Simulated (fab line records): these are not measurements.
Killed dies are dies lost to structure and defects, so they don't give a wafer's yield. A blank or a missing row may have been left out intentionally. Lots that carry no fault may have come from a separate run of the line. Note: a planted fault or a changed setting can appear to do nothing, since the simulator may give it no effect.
Comparing a struck lot with a sound one -- flow nand harc -- 13 out of 1302 route steps
Sound: the wafers L966.3, L966.5, L966.6. Struck: wafer L960.2 (left out: L960.3, L960.5 of the same lot, which were not struck); the cause appears at the end.
At each step with rows: each side's tool, then ch and its chambers, then its first start. Under that, the readings that differ: sound wafers -- struck wafers -- difference of the means -- sigmas: that difference in standard deviations of wafers without a fault.
alike: a reading whose means differ by less than 2 such deviations, as well as words and numbers matching on both sides. not compared: withheld readings; readings where some wafer has no value; bounds like >300 that might hide an equal value; numbers whose values overlap and for which the record gives no deviation.
Wherever a step has rows on one side only, a row that says differs or no value, or a row with sigmas, the two part there. When numbers do not overlap yet have no deviation, they are printed without sigmas and do not part them. A reading that every wafer of one side lacks parts them only if that side has two wafers or more.

first, 2 steps without rows for these wafers: NHARC_A_SOURCE_PLATE_CVD_03 (deposits poly-Si, target thk 200 nm, time 4000 s); NHARC_A_SOURCE_PLATE_ANNEAL_05 (time 1800 s).
NHARC_A_SOURCE_PLATE_THK_MEAS_06: measures by ellipsometry.
  struck on film metro-01, day 11 08:42; sound on film metro-02, day 13 19:27
  alike: thk nm
NHARC_A_SOURCE_PLATE_INSPECT_08:
  struck on defect inspect-02, day 11 08:47; sound on defect inspect-01, day 13 19:31
  alike: raw defect count
then, no rows for these wafers at 1 step: NHARC_A_ONON_D1_DEP_00 (target thk 1000 nm).
NHARC_A_ONON_D1_THK_MEAS_02: measures by ellipsometry.
  struck on film metro-01, day 11 09:23; sound on film metro-01, day 13 20:05
  alike: thk nm
then, no rows for these wafers at 1 step: NHARC_A_ONON_D1_DEP_03 (target thk 1000 nm).
NHARC_A_ONON_D1_THK_MEAS_05: measures by ellipsometry.
  struck on film metro-02, day 11 09:58; sound on film metro-02, day 13 20:39
  alike: thk nm
then, no rows for these wafers at 1 step: NHARC_A_ONON_D1_DEP_06 (target thk 1000 nm).
NHARC_A_ONON_D1_THK_MEAS_08: measures by ellipsometry.
  struck on film metro-02, day 11 10:31; sound on film metro-02, day 13 21:13
  alike: thk nm
NHARC_A_ONON_D1_DEP_09: target thk 1000 nm.
  sound on pecvd onon-02 ch 0, day 13 21:23; struck on pecvd onon-03 ch 0, day 11 10:38
  alike: n2o flow sccm
NHARC_A_ONON_D1_THK_MEAS_11: measures by ellipsometry.
  struck on film metro-02, day 11 11:05; sound on film metro-02, day 13 21:47
reading,sound,struck,difference,sigmas
thk nm (nm),993 993 994,1064,+71,+7
then, no rows for these wafers at 1 step: NHARC_A_ONON_D1_DEP_12 (target thk 1000 nm).

## WHERE THEY PART
At NHARC_A_ONON_D1_THK_MEAS_11 and nowhere else, as far as this record goes.

WHY: what the simulator had put in
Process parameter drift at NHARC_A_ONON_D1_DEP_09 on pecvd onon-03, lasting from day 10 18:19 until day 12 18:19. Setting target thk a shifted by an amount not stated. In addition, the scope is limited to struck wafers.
